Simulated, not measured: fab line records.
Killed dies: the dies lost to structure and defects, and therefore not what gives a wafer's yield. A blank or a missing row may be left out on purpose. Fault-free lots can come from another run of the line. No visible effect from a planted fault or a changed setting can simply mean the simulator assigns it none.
A lot that was struck, set against a sound lot + flow nand harc + 17 out of 1302 route steps
Sound: wafers L259.1, L259.4, L259.5. Wafers struck: L271.1, L271.3, L271.6. The cause is given at the end.
For every step that has rows: the tool of each side, followed by ch and its chambers, followed by its first start. Under that, the readings that differ: sound wafers + struck wafers + difference of the means + sigmas: that difference in standard deviations of wafers without a fault.
alike: same words and numbers on both sides, and readings whose means sit less than 2 such deviations apart. not compared: any withheld reading, any reading some wafer has no value for, any bound like >300 that may hide the same value, and any number with overlapping values for which the record gives no deviation.
The two part at a step that has a row with sigmas, a row that says differs or no value, or rows on one side only. Non-overlapping numbers with no deviation appear without sigmas and do not part them. Lack of a reading on every wafer of one side parts them only where that side has two or more wafers.

first, 4 steps without rows for these wafers: NHARC_A_STAIRCASE_STRIP_446 (strips in O2); NHARC_A_STAIRCASE_STRIP_447 (strips in SPM, time 900 s); NHARC_A_STAIRCASE_PRECLEAN_448 (cleans in SC1); NHARC_A_STAIRCASE_SRD_449.
NHARC_A_STAIRCASE_CMP_450: polishes SiO2, target thk 200 nm.
  sound on cmp-04 ch 1,2, day 19 13:43; struck on cmp-01 ch 1,2,3, day 24 21:04
  alike: motor current A
NHARC_A_STAIRCASE_CMP_152: polishes.
  sound on cmp-04 ch 1,2, day 19 13:48; struck on cmp-01 ch 1,2,3, day 24 21:08
  alike: motor current A
then, 4 steps without rows for these wafers: NHARC_A_STAIRCASE_SRD_154; NHARC_A_STAIRCASE_ETCH_403 (etches SiO2 in dHF, target depth 108.2 nm); NHARC_A_STAIRCASE_ETCHBACK_422 (etches the open film in CH3F/O2, target depth 40 nm, time 74.286 s); NHARC_A_STAIRCASE_ETCH_423 (etches SiO2 in dHF, target depth 30 nm).
NHARC_A_STAIRCASE_ETCHBACK_157: etches the open film in CH3F/O2, target depth 90 nm, time 167.14 s.
  sound on rie diel-06 ch 0,2,3, day 19 14:40; struck on rie diel-09 ch 0,3, day 24 22:16
| reading               | sound             | struck            | difference | sigmas |
|-----------------------|-------------------|-------------------|------------|--------|
| oes product au (a.u.) | 0.92 0.92 0.92    | 0.99 0.99 1.00    | +0.07      | +2     |
| rf fwd power W (W)    | 498.0 500.1 501.5 | 496.0 499.5 493.9 | -3.4       | -2     |
  alike: drypump motor current A, mfc ar sccm, o2 flow sccm, rf vpp V, showerhead plenum p Torr, throttle valve pct
  not compared: rf hours counter h
then, 1 step without rows for these wafers: NHARC_A_STAIRCASE_STRIP_475 (strips in O2, time 20 s).
NHARC_A_STAIRCASE_DEP_471: deposits SiO2, target thk 100 nm.
  sound on pecvd-04 ch 0,2, day 19 14:58; struck on pecvd-03 ch 1,2, day 24 22:38
  alike: heater power w, mfc precursor sccm, rf fwd power W, throttle valve pct
NHARC_A_STAIRCASE_CMP_472: polishes SiO2.
  sound on cmp-01 ch 1,3, day 19 15:10; struck on cmp-03 ch 0,1, day 24 22:56
  alike: motor current A
following that, these wafers have no rows for 1 step: NHARC_A_STAIRCASE_SRD_474.
NHARC_A_SGD_CUT_DEP_00: deposits SiNx, target thk 50 nm.
  sound on pecvd-04 ch 0,1, day 19 15:35; struck on pecvd-01 ch 0,2, day 25 01:14
| reading | sound | struck                                                                     | difference                   | sigmas |
|---------|-------|----------------------------------------------------------------------------|------------------------------|--------|
| hold    | - - - | await dispo/1.4h/release await dispo/1.4h/release await dispo/1.4h/release | no value on the sound wafers |        |
  alike: heater power w, rf fwd power W
-- record jumps: 6 days between struck wafers' starts before vs after; left off in module A_SGD_CUT, resumes in module END, first step shown is number 1302 of the route --
NHARC_END_SORT_01:
  only the struck wafers appear in the record here, on prober-02 ch 0 at day 31 03:26; the sound ones have no rows

WHERE THEY PART
Earliest at NHARC_A_STAIRCASE_ETCHBACK_157; latest, in this record, at NHARC_END_SORT_01.

WHY: what the simulator had put in
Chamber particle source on rie diel-09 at NHARC_A_STAIRCASE_ETCHBACK_157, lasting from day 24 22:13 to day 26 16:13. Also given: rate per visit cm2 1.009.
